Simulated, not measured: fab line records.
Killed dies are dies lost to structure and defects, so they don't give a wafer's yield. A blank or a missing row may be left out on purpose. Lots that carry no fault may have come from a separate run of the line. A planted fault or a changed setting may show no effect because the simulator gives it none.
fab line records    flow n5_finfet    part 2 of 2: steps 5 to 6 of 6
[record] lots = 24  wafers = 72  last_day = 18
route steps=1938 shown BEOL_M0_SAQP@634
lots untouched by any fault: they come from a run of this same line in which no faults occurred
start_h: the number of hours between the record's first day and the start of the first shown wafer of the lot    wait_h: hours since the lot's step before    " the same as in the row above    L1.1+2: a single row standing in for several wafers    - no value present, or no start provided    * or withheld: withheld    < > ~ a bound
route shown NAME@n: NAME is a module with steps in the file, n the number in the route of the first one    usual: mean/standard deviation taken from wafers without a fault    same: alike in all rows    chamber/n: place in a boat    sites: each site's reading    _std_site: the standard deviation of these    _edge_site: outer sites' mean less inner sites'    radius_mm: for every site, how far away it sits from the centre of the wafer    mask NAME#n: copy n    behind: the last tool/chamber to shape the wafer    hold: what put the lot on hold/how long, in hours/how the hold closed    device: which transistor (n, p or np) failed to switch    end of line: the same wafers' tests at the end of the route    where a step has no rows: the recipe by itself    killed: count of dies lost to structure and defects at first sort (not the wafer's yield)    map: dies across one wafer; x = killed, . = not, _ = none there
set.NAME: the run value of the setting; set.NAME@STEP: its run value at that earlier step    model.NAME: the simulator's own value behind a step, which no gauge read
steps of the route over a sample of lots; a table a step, a row a wafer
services: from which hour (start_h, from the record's first day; less than 0 if before it) a tool's chamber was out of use, for how many hours, and why
[[steps]]
[step N5_BEOL_M0_SAQP_MANDREL_ETCH_103]
[recipe] chemistry = HBr/Cl2  target = a-Si  target_depth_a = 450  bt_time_s = 10  stop_on = SiCN  mask_material = SiO2  over_etch_frac = 0.8  time_s = 27  pressure_mtorr = 10  icp_w = 800  bias_w = 75  HBr_flow_sccm = 150  Cl2_flow_sccm = 80  ends = end_point
[usual] drypump_motor_current_A = 5.7/0.52  oes_product_au = 0.683/0.012  throttle_valve_pct = 35.31/0.25
[same] bt_time_s = 10  over_etch_frac = 0.8
lot.wafer  tool       chamber  start_h  wait_h  drypump_motor_current_A  oes_product_au  rf_hours_counter_h  throttle_valve_pct
L074.2     rie_si-03  3        109.54   0.0     6.4                      0.685           103                 35.57
L074.3     "          1        "        "       6.5                      0.677           62                  35.13
L074.4     "          0        "        "       4.9                      0.670           68                  35.59
L075.1     rie_si-03  3        121.04   0.0     6.4                      0.689           103                 35.59
L075.2     "          2        "        "       5.7                      0.674           22                  35.04
L075.5     "          0        "        "       4.9                      0.674           -                   35.60
L076.2     rie_si-01  3        126.05   0.0     5.6                      0.667           6                   35.16
L076.4     "          0        "        "       5.8                      0.698           -                   35.51
L076.5     "          1        "        "       5.7                      0.686           -                   34.99
L077.3     rie_si-03  3        130.07   0.0     6.4                      0.683           104                 35.59
L077.5     "          3        "        "       6.4                      0.684           -                   35.57
L077.6     "          0        "        "       4.9                      0.665           -                   35.63
L078.1     rie_si-01  1        135.23   0.0     5.7                      0.683           38                  35.02
L078.4     "          1        "        "       5.7                      0.695           -                   34.99
L078.5     "          0        "        "       5.8                      0.709           -                   35.49
L079.1     rie_si-01  3        138.48   0.0     5.6                      0.680           6                   35.14
L079.3     "          0        "        "       5.9                      0.693           53                  35.49
L079.5     "          0        "        "       5.8                      0.701           -                   35.51
L080.2     rie_si-01  3        149.33   0.0     5.6                      0.670           6                   35.15
L080.5     "          2        "        "       5.7                      0.701           -                   35.33
L080.6     "          3        "        "       5.6                      0.665           -                   35.13
L081.1     rie_si-05  3        152.61   0.0     5.4                      0.672           102                 35.72
L081.2     "          2        "        "       4.7                      0.699           139                 35.15
L081.3     "          1        "        "       5.4                      0.688           186                 34.95
L082.1     rie_si-03  2        160.08   0.0     5.7                      0.676           22                  35.06
L082.3     "          1        "        "       6.6                      0.673           63                  35.14
L082.5     "          1        "        "       6.6                      0.679           -                   35.15
L084.1     rie_si-03  3        168.88   0.0     6.4                      0.685           104                 35.56
L084.3     "          2        "        "       5.7                      0.672           22                  35.02
L084.6     "          0        "        "       4.9                      0.658           -                   35.64
L083.2     rie_si-03  0        170.83   0.0     4.9                      0.667           69                  35.60
L083.5     "          1        "        "       6.5                      0.687           -                   35.12
L083.6     "          2        "        "       5.7                      0.686           -                   35.02
L085.2     rie_si-01  2        177.07   0.0     5.7                      0.694           58                  35.33
L085.5     "          0        "        "       5.8                      0.696           -                   35.50
L085.6     "          1        "        "       5.7                      0.687           -                   34.99
L086.3     rie_si-01  0        181.90   0.0     5.8                      0.695           54                  35.53
L086.4     "          1        "        "       5.7                      0.682           38                  35.00
L086.5     "          0        "        "       5.8                      0.699           -                   35.50
L087.1     rie_si-03  2        185.83   0.0     5.7                      0.682           23                  35.05
L087.4     "          1        "        "       6.6                      0.678           63                  35.14
L087.5     "          0        "        "       4.9                      0.662           -                   35.61
L088.2     rie_si-05  3        191.83   0.0     5.4                      0.664           103                 35.73
L088.3     "          2        "        "       4.7                      0.692           140                 35.13
L088.5     "          3        "        "       5.4                      0.681           -                   35.72
L089.1     rie_si-01  2        201.17   0.0     5.6                      0.687           58                  35.37
L089.2     "          3        "        "       5.6                      0.671           7                   35.15
L089.4     "          1        "        "       5.7                      0.686           39                  34.99
L090.1     rie_si-01  1        204.26   0.0     5.7                      0.677           39                  35.00
L090.2     "          2        "        "       5.7                      0.687           58                  35.35
L090.3     "          3        "        "       5.6                      0.676           7                   35.14
L091.3     rie_si-05  3        210.02   0.0     5.4                      0.687           103                 35.72
L091.4     "          1        "        "       5.4                      0.703           187                 34.94
L091.6     "          1        "        "       5.4                      0.706           -                   34.91
L092.4     rie_si-05  2        222.06   0.0     4.7                      0.709           -                   35.12
L092.5     "          3        "        "       5.4                      0.667           -                   35.74
L092.6     "          0        "        "       5.9                      0.693           -                   35.50
L093.1     rie_si-03  1        226.14   0.0     6.6                      0.682           64                  35.16
L093.4     "          0        "        "       4.9                      0.663           70                  35.61
L093.6     "          2        "        "       5.7                      0.675           -                   35.03
L094.1     rie_si-03  1        229.86   0.0     6.6                      0.683           64                  35.14
L094.2     "          2        "        "       5.7                      0.681           24                  35.03
L094.3     "          0        "        "       4.9                      0.660           70                  35.62
L095.1     rie_si-05  0        237.29   0.0     5.9                      0.690           135                 35.48
L095.2     "          3        "        "       5.4                      0.682           103                 35.73
L095.3     "          2        "        "       4.7                      0.692           141                 35.13
L096.1     rie_si-05  3        241.85   0.0     5.4                      0.668           104                 35.74
L096.3     "          2        "        "       4.7                      0.691           141                 35.16
L096.4     "          0        "        "       5.9                      0.683           135                 35.50
L097.1     rie_si-03  2        246.31   0.0     5.7                      0.673           24                  35.04
L097.3     "          3        "        "       6.4                      0.696           106                 35.55
L097.6     "          1        "        "       6.6                      0.690           -                   35.13
[step N5_BEOL_M0_SAQP_STRIP_108]
[recipe] chemistry = N2/H2  power_w = 500  temp_c = 40  pressure_mtorr = 50  rf_frequency_hz = 6e+07  overash_fraction = 0.3  bias_power_w = 28  h2_frac = 0.5  n2_flow_sccm = 300  h2_flow_sccm = 300
[usual] drypump_motor_current_A = 5.7/0.46  oes_product_au = 0.80/0.078  rf_vpp_V = 121.9/0.98  showerhead_plenum_p_Torr = 3.37/0.13  throttle_valve_pct = 18.9/0.36
[same] overash_fraction = 0.3
lot.wafer  tool         chamber  start_h  wait_h  drypump_motor_current_A  oes_product_au  rf_hours_counter_h  rf_vpp_V  showerhead_plenum_p_Torr  throttle_valve_pct
L074.2     rie_diel-03  3        110.22   0.0     6.1                      0.66            284                 119.8     3.16                      19.7
L074.3     "            0        "        "       5.4                      0.77            126                 121.4     3.37                      18.7
L074.4     "            3        "        "       6.1                      0.66            -                   120.9     3.16                      19.7
L075.1     rie_diel-05  2        121.67   0.0     5.5                      0.87            50                  123.7     3.55                      19.3
L075.2     "            3        "        "       5.3                      0.71            212                 121.7     3.32                      18.8
L075.5     "            3        "        "       5.3                      0.71            -                   121.6     3.32                      18.8
L076.2     rie_diel-05  1        126.68   0.0     5.3                      0.90            38                  122.8     3.56                      18.6
L076.4     "            2        "        "       5.5                      0.88            51                  123.2     3.55                      19.3
L076.5     "            1        "        "       5.4                      0.90            -                   123.2     3.56                      18.6
L077.3     rie_diel-04  0        130.70   0.0     6.3                      0.75            161                 120.4     3.36                      18.6
L077.5     "            0        "        "       6.3                      0.76            -                   123.2     3.36                      18.6
L077.6     "            1        "        "       5.4                      0.88            -                   121.5     3.28                      19.5
L078.1     rie_diel-03  0        135.86   0.0     5.4                      0.77            135                 122.8     3.37                      18.7
L078.4     "            3        "        "       6.1                      1.00            0                   123.1     3.59                      19.3
L078.5     "            0        "        "       5.4                      0.76            -                   121.7     3.37                      18.7
L079.1     rie_diel-03  3        139.34   0.0     6.1                      0.99            2                   123.0     3.59                      19.2
L079.3     "            1        "        "       6.0                      0.74            176                 121.7     3.20                      18.9
L079.5     "            1        "        "       6.0                      0.74            -                   120.4     3.20                      18.9
L080.2     rie_diel-05  2        150.10   0.0     5.4                      0.87            59                  123.5     3.55                      19.3
L080.5     "            2        "        "       5.4                      0.88            -                   123.0     3.55                      19.3
L080.6     "            1        "        "       5.3                      0.89            -                   122.5     3.56                      18.6
L081.1     rie_diel-04  3        153.24   0.0     6.1                      0.74            158                 121.7     3.22                      19.0
L081.2     "            2        "        "       4.7                      0.73            173                 122.7     3.49                      18.7
L081.3     "            1        "        "       5.4                      0.86            42                  121.5     3.28                      19.5
L082.1     rie_diel-05  3        160.84   0.0     5.3                      0.71            224                 121.8     3.32                      18.8
L082.3     "            1        "        "       5.4                      0.88            49                  122.4     3.55                      18.6
L082.5     "            1        "        "       5.3                      0.88            -                   121.6     3.55                      18.6
L084.1     rie_diel-05  0        169.52   0.0     6.3                      0.88            44                  121.8     3.29                      19.4
L084.3     "            1        "        "       5.3                      0.88            51                  121.9     3.55                      18.6
L084.6     "            2        "        "       5.4                      0.86            -                   124.2     3.54                      19.3
L083.2     rie_diel-03  0        171.56   0.0     5.4                      0.75            149                 121.0     3.36                      18.8
L083.5     "            1        "        "       6.0                      0.72            -                   120.3     3.19                      19.0
L083.6     "            3        "        "       6.1                      0.95            -                   122.8     3.58                      19.3
L085.2     rie_diel-03  2        177.70   0.0     6.2                      0.85            68                  123.1     3.40                      18.4
L085.5     "            2        "        "       6.2                      0.85            -                   124.1     3.40                      18.4
L085.6     "            1        "        "       6.0                      0.74            -                   120.6     3.19                      19.0
L086.3     rie_diel-03  3        182.61   0.0     6.1                      0.95            16                  123.4     3.58                      19.3
L086.4     "            2        "        "       6.2                      0.85            69                  122.2     3.40                      18.4
L086.5     "            2        "        "       6.2                      0.85            -                   121.2     3.40                      18.4
L087.1     rie_diel-03  2        186.46   0.0     6.2                      0.84            71                  121.4     3.40                      18.4
L087.4     "            0        "        "       5.4                      0.75            153                 121.7     3.36                      18.8
L087.5     "            1        "        "       6.0                      0.73            -                   122.0     3.19                      18.9
L088.2     rie_diel-04  3        192.63   0.0     6.0                      0.73            164                 121.9     3.22                      19.0
L088.3     "            2        "        "       4.8                      0.73            184                 120.1     3.48                      18.7
L088.5     "            0        "        "       6.3                      0.74            -                   121.9     3.35                      18.6
L089.1     rie_diel-03  1        201.80   0.0     6.0                      0.73            197                 120.9     3.19                      19.0
L089.2     "            3        "        "       6.1                      0.92            23                  123.3     3.57                      19.3
L089.4     "            2        "        "       6.2                      0.84            76                  121.0     3.40                      18.5
L090.1     rie_diel-04  0        204.89   0.0     6.3                      0.74            182                 120.6     3.34                      18.6
L090.2     "            1        "        "       5.4                      0.85            57                  121.2     3.27                      19.5
L090.3     "            2        "        "       4.8                      0.73            188                 122.2     3.48                      18.7
L091.3     rie_diel-03  3        210.93   0.0     6.1                      0.92            25                  123.0     3.57                      19.3
L091.4     "            2        "        "       6.2                      0.83            78                  122.3     3.40                      18.5
L091.6     "            2        "        "       6.2                      0.84            -                   121.1     3.40                      18.5
L092.4     rie_diel-04  2        222.77   0.0     4.8                      0.72            193                 121.3     3.48                      18.7
L092.5     "            2        "        "       4.8                      0.73            -                   122.0     3.48                      18.7
L092.6     "            3        "        "       6.0                      0.74            -                   121.4     3.21                      19.0
L093.1     rie_diel-03  1        226.82   0.0     6.0                      0.72            203                 121.4     3.18                      19.0
L093.4     "            2        "        "       6.2                      0.82            83                  123.7     3.39                      18.5
L093.6     "            1        "        "       6.0                      0.71            -                   120.7     3.18                      19.0
L094.1     rie_diel-04  3        230.49   0.0     6.0                      0.73            173                 122.3     3.21                      19.0
L094.2     "            1        "        "       5.4                      0.83            65                  120.5     3.27                      19.5
L094.3     "            0        "        "       6.3                      0.73            191                 122.1     3.34                      18.7
L095.1     rie_diel-04  0        237.93   0.0     6.3                      0.73            193                 120.6     3.34                      18.6
L095.2     "            3        "        "       6.0                      0.73            175                 119.4     3.21                      19.0
L095.3     "            1        "        "       5.4                      0.82            68                  122.4     3.26                      19.5
L096.1     rie_diel-04  0        242.49   0.0     6.3                      0.73            195                 121.4     3.34                      18.6
L096.3     "            2        "        "       4.8                      0.71            200                 123.0     3.47                      18.7
L096.4     "            3        "        "       6.0                      0.73            177                 121.3     3.21                      19.0
L097.1     rie_diel-03  3        246.99   0.0     6.1                      0.90            35                  123.5     3.57                      19.3
L097.3     "            1        "        "       6.0                      0.72            209                 120.4     3.18                      19.0
L097.6     "            2        "        "       6.2                      0.82            -                   120.1     3.39                      18.5
[[services]]
tool            chamber  start_h  hours  kind
rie_diel-04     -        86.96    1.0    repair
rie_diel-05     2        91.74    2.1    repair
pvd_sputter-01  -        96.99    3.6    repair
rie_diel-03     3        114.50   -      clean
rie_diel-03     3        114.50   -      consumable_replace:focus_ring
rie_diel-03     3        114.50   -      consumable_replace:showerhead
rie_diel-03     3        114.50   19.1   scheduled_down
rie_diel-03     3        114.50   19.1   vent_cycle
rie_diel-04     3        158.32   14.6   repair
rie_diel-03     2        166.17   6.7    repair
pvd_sputter-03  -        168.44   10.5   repair
rie_si-05       -        169.91   4.2    repair
rie_diel-04     3        193.36   5.3    repair
rie_si-03       -        208.18   2.8    pm
rie_si-01       -        210.06   1.2    repair
rie_diel-04     3        210.71   1.6    repair
rie_si-05       1        218.18   -      clean
rie_si-05       1        218.18   20.0   scheduled_down
rie_si-01       1        224.50   4.7    repair
rie_diel-05     3        242.10   -      clean
rie_diel-05     3        242.10   -      consumable_replace:focus_ring
rie_diel-05     3        242.10   27.1   scheduled_down
rie_diel-05     3        242.10   27.1   vent_cycle
rie_diel-05     1        245.40   1.7    repair
